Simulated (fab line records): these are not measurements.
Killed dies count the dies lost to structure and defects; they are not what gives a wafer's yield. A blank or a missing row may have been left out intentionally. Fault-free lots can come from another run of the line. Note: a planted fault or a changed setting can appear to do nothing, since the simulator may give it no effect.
fab line records | flow n5-finfet | part 2 of 2: steps 4 to 6 of 6
record: lots: 24 wafers: 72 last-day: 17
route steps=1938 shown BEOL_M12@1636 BEOL_M13@1672
lots with no fault: from the same line, run without faults
start-h: hours from the record's first day to the start of the lot's first wafer shown | wait-h: hours from the lot's prior step to this one | " the same as in the row above | L1.1+2: a single row standing in for several wafers | - either no value or no given start | * or withheld: withheld | < > ~ a bound
route shown NAME@n: NAME is a module with steps in the file, n the number in the route of the first one | usual: mean/standard deviation taken from wafers without a fault | same: alike in all rows | chamber/n: place in a boat | sites: each site's reading | _std_site: the values' standard deviation | _edge_site: outer sites' mean less inner sites' | radius-mm: for every site, how far away it sits from the centre of the wafer | mask NAME#n: copy n | behind: the most recent tool/chamber to have shaped the wafer | hold: why the lot went on hold/how many hours it stayed there/how the hold came to an end | device: the transistor (n, p or np) that didn't switch | end of line: the tests these same wafers got at the end of their route | for a step that has no rows: nothing shown but its recipe | killed: dies lost to structure and defects at the first sort, not the wafer's yield | map: shows each die of a wafer: x if killed, . if not, _ if none is there
set.NAME: setting as actually run; set.NAME@STEP: the setting as run at that earlier step | model.NAME: the simulator's own value behind a step, which no gauge read
one table for each step of the route and one row for each wafer, over a sample of lots
services: when a tool's chamber went out of use (start-h, in hours from the record's first day, below 0 if earlier), for how many hours, and the reason
== steps ==
step: N5_BEOL_M13_DEGAS_41
recipe: ambient: vacuum temp-c: 250 time-s: 60
usual: heater-power-w: 334/48
same: time-s: 60
columns lot.wafer tool chamber start-h wait-h heater-power-w
L074.1 pvd-sputter-03 - 227.72 0.4 439
L074.2 " - " " 337
L074.4 " - " " 308
L076.1 pvd-sputter-02 - 245.02 0.2 352
L076.2 " - " " 285
L076.4 " - " " 296
L075.3 pvd-sputter-03 - 247.66 0.3 308
L075.4 " - " " 301
L075.6 " - " " 295
L077.1 pvd-sputter-02 - 255.35 0.3 355
L077.2 " - " " 287
L077.5 " - " " 281
L078.2 pvd-sputter-03 - 263.00 0.3 305
L078.3 " - " " 305
L078.5 " - " " 431
L079.1 pvd-sputter-03 - 271.48 0.0 351
L079.2 " - " " 301
L079.6 " - " " 297
L081.2 pvd-sputter-03 - 274.26 0.4 342
L081.3 " - " " 289
L081.6 " - " " 294
L080.1 pvd-sputter-02 - 274.50 0.3 297
L080.2 " - " " 361
L080.4 " - " " 285
L082.1 pvd-sputter-02 - 279.60 0.3 285
L082.2 " - " " 338
L082.6 " - " " 278
L083.1 pvd-sputter-03 - 281.12 0.5 352
L083.2 " - " " 297
L083.5 " - " " 304
L084.2 pvd-sputter-03 - 296.39 2.0 303
L084.4 " - " " 427
L084.5 " - " " 342
L085.1 pvd-sputter-03 - 296.71 0.1 299
L085.3 " - " " 420
L085.5 " - " " 435
L086.1 pvd-sputter-03 - 297.86 0.1 304
L086.4 " - " " 346
L086.5 " - " " 429
L087.1 pvd-sputter-03 - 322.46 0.2 346
L087.4 " - " " 301
L087.5 " - " " 303
L089.3 pvd-sputter-01 - 326.80 0.1 344
L089.4 " - " " 298
L089.6 " - " " 369
L088.1 pvd-sputter-01 - 327.20 0.3 348
L088.3 " - " " 363
L088.6 " - " " 303
L090.4 pvd-sputter-01 - 340.39 0.4 358
L090.5 " - " " 287
L090.6 " - " " 362
L091.2 pvd-sputter-02 - 344.04 0.1 281
L091.3 " - " " 351
L091.5 " - " " 290
L092.2 pvd-sputter-03 - 344.20 0.0 300
L092.4 " - " " 427
L092.5 " - " " 343
L093.1 pvd-sputter-03 - 354.88 0.2 302
L093.5 " - " " 425
L093.6 " - " " 303
L094.2 pvd-sputter-03 - 361.80 0.0 419
L094.4 " - " " 298
L094.6 " - " " 340
L095.1 pvd-sputter-03 - 365.19 0.9 339
L095.3 " - " " 423
L095.5 " - " " 423
L096.2 pvd-sputter-03 - 374.49 0.4 347
L096.4 " - " " 302
L096.6 " - " " 442
L097.2 pvd-sputter-01 - 378.75 0.3 345
L097.3 " - " " 303
L097.4 " - " " 355
step: N5_BEOL_M13_SPUTTER_43
recipe: material: TaN target-thk-a: 150 temp-c: 50 bias-v: 168.6 power-w: 15000 chamber-pressure-pa: 0.12 time-s: 24.19
usual: throttle-valve-pct: 29.5/1
same: time-s: 24.19
columns lot.wafer tool chamber start-h wait-h throttle-valve-pct
L074.1 pvd-sputter-03 - 227.80 0.0 27.9
L074.2 " - " " 29.7
L074.4 " - " " 29.8
L076.1 pvd-sputter-02 - 245.10 0.0 29.0
L076.2 " - " " 31.3
L076.4 " - " " 28.7
L075.3 pvd-sputter-03 - 247.74 0.0 29.5
L075.4 " - " " 30.8
L075.6 " - " " 29.8
L077.1 pvd-sputter-02 - 255.43 0.0 29.0
L077.2 " - " " 30.9
L077.5 " - " " 29.6
L078.2 pvd-sputter-03 - 263.08 0.0 29.7
L078.3 " - " " 30.3
L078.5 " - " " 27.7
L079.1 pvd-sputter-03 - 271.56 0.0 29.7
L079.2 " - " " 30.7
L079.6 " - " " 30.6
L081.2 pvd-sputter-03 - 274.34 0.0 29.7
L081.3 " - " " 30.6
L081.6 " - " " 30.8
L080.1 pvd-sputter-02 - 274.58 0.0 28.9
L080.2 " - " " 29.1
L080.4 " - " " 31.0
L082.1 pvd-sputter-02 - 279.68 0.0 31.1
L082.2 " - " " 29.0
L082.6 " - " " 29.7
L083.1 pvd-sputter-03 - 281.20 0.0 29.7
L083.2 " - " " 30.9
L083.5 " - " " 29.7
L084.2 pvd-sputter-03 - 296.47 0.0 29.5
L084.4 " - " " 27.6
L084.5 " - " " 30.0
L085.1 pvd-sputter-03 - 296.79 0.0 30.7
L085.3 " - " " 27.5
L085.5 " - " " 27.6
L086.1 pvd-sputter-03 - 297.94 0.0 29.3
L086.4 " - " " 29.8
L086.5 " - " " 27.7
L087.1 pvd-sputter-03 - 322.54 0.0 29.8
L087.4 " - " " 30.4
L087.5 " - " " 30.5
L089.3 pvd-sputter-01 - 326.88 0.0 28.6
L089.4 " - " " 30.8
L089.6 " - " " 30.2
L088.1 pvd-sputter-01 - 327.28 0.0 28.6
L088.3 " - " " 30.2
L088.6 " - " " 30.9
L090.4 pvd-sputter-01 - 340.47 0.0 30.0
L090.5 " - " " 30.4
L090.6 " - " " 30.3
L091.2 pvd-sputter-02 - 344.12 0.0 31.1
L091.3 " - " " 29.2
L091.5 " - " " 28.9
L092.2 pvd-sputter-03 - 344.28 0.0 30.7
L092.4 " - " " 27.4
L092.5 " - " " 29.7
L093.1 pvd-sputter-03 - 354.96 0.0 30.7
L093.5 " - " " 27.4
L093.6 " - " " 29.4
L094.2 pvd-sputter-03 - 361.88 0.0 27.5
L094.4 " - " " 30.4
L094.6 " - " " 29.8
L095.1 pvd-sputter-03 - 365.27 0.0 29.7
L095.3 " - " " 27.6
L095.5 " - " " 27.8
L096.2 pvd-sputter-03 - 374.57 0.0 29.5
L096.4 " - " " 29.8
L096.6 " - " " 27.4
L097.2 pvd-sputter-01 - 378.83 0.0 28.5
L097.3 " - " " 30.5
L097.4 " - " " 30.0
step: N5_BEOL_M13_SPUTTER_44
recipe: material: Ta target-thk-a: 100 temp-c: 50 bias-v: 80 power-w: 15000 chamber-pressure-pa: 0.07 time-s: 16.13
usual: throttle-valve-pct: 29.5/1
same: time-s: 16.13
columns lot.wafer tool chamber start-h wait-h throttle-valve-pct
L074.1 pvd-sputter-03 - 227.88 0.0 27.8
L074.2 " - " " 29.5
L074.4 " - " " 29.6
L076.1 pvd-sputter-02 - 245.18 0.0 29.0
L076.2 " - " " 30.9
L076.4 " - " " 28.9
L075.3 pvd-sputter-03 - 247.82 0.0 29.5
L075.4 " - " " 30.2
L075.6 " - " " 29.5
L077.1 pvd-sputter-02 - 255.51 0.0 29.4
L077.2 " - " " 31.0
L077.5 " - " " 29.7
L078.2 pvd-sputter-03 - 263.16 0.0 30.0
L078.3 " - " " 30.5
L078.5 " - " " 27.6
L079.1 pvd-sputter-03 - 271.64 0.0 29.6
L079.2 " - " " 30.6
L079.6 " - " " 30.5
L081.2 pvd-sputter-03 - 274.42 0.0 29.7
L081.3 " - " " 30.5
L081.6 " - " " 30.6
L080.1 pvd-sputter-02 - 274.66 0.0 28.7
L080.2 " - " " 29.4
L080.4 " - " " 31.0
L082.1 pvd-sputter-02 - 279.76 0.0 31.1
L082.2 " - " " 29.0
L082.6 " - " " 29.7
L083.1 pvd-sputter-03 - 281.28 0.0 29.6
L083.2 " - " " 30.4
L083.5 " - " " 29.7
L084.2 pvd-sputter-03 - 296.55 0.0 29.8
L084.4 " - " " 27.7
L084.5 " - " " 29.6
L085.1 pvd-sputter-03 - 296.87 0.0 30.4
L085.3 " - " " 27.7
L085.5 " - " " 27.6
L086.1 pvd-sputter-03 - 298.02 0.0 29.7
L086.4 " - " " 29.6
L086.5 " - " " 27.7
L087.1 pvd-sputter-03 - 322.62 0.0 29.7
L087.4 " - " " 30.9
L087.5 " - " " 30.6
L089.3 pvd-sputter-01 - 326.96 0.0 28.9
L089.4 " - " " 30.5
L089.6 " - " " 30.5
L088.1 pvd-sputter-01 - 327.36 0.0 28.6
L088.3 " - " " 29.9
L088.6 " - " " 30.6
L090.4 pvd-sputter-01 - 340.55 0.0 30.4
L090.5 " - " " 30.2
L090.6 " - " " 30.3
L091.2 pvd-sputter-02 - 344.20 0.0 31.1
L091.3 " - " " 29.2
L091.5 " - " " 29.1
L092.2 pvd-sputter-03 - 344.36 0.0 30.5
L092.4 " - " " 27.4
L092.5 " - " " 29.6
L093.1 pvd-sputter-03 - 355.04 0.0 30.5
L093.5 " - " " 27.5
L093.6 " - " " 29.5
L094.2 pvd-sputter-03 - 361.96 0.0 27.7
L094.4 " - " " 30.6
L094.6 " - " " 29.7
L095.1 pvd-sputter-03 - 365.35 0.0 29.7
L095.3 " - " " 27.5
L095.5 " - " " 27.5
L096.2 pvd-sputter-03 - 374.65 0.0 30.0
L096.4 " - " " 29.8
L096.6 " - " " 27.5
L097.2 pvd-sputter-01 - 378.91 0.0 28.7
L097.3 " - " " 30.8
L097.4 " - " " 30.2
== services ==
columns tool chamber start-h hours kind
rie-diel-05 2 208.68 3.8 repair
rie-diel-04 1 218.01 6.0 repair
rie-diel-05 0 221.63 2.8 repair
rie-diel-06 1 237.52 - clean
rie-diel-06 1 237.52 - consumable-replace:focus-ring
rie-diel-06 1 237.52 21.4 scheduled-down
rie-diel-06 1 237.52 21.4 vent-cycle
rie-diel-06 3 272.94 8.2 repair
rie-diel-03 3 280.33 - clean
rie-diel-05 2 292.50 6.9 repair
rie-diel-01 2 299.64 2.8 repair
rie-diel-06 3 335.24 4.3 repair
pvd-sputter-02 - 335.77 2.8 repair
pvd-sputter-01 - 342.33 3.2 repair
rie-diel-02 2 345.20 - clean
rie-diel-02 2 345.20 - consumable-replace:focus-ring
rie-diel-02 2 345.20 14.0 scheduled-down
rie-diel-02 2 345.20 14.0 vent-cycle
rie-diel-06 1 347.84 8.6 repair
rie-diel-06 - 358.55 0.9 repair
rie-diel-05 1 359.64 5.6 repair
pvd-sputter-02 - 362.69 0.6 repair
rie-diel-05 - 365.21 1.2 repair
rie-diel-04 3 366.32 7.2 repair
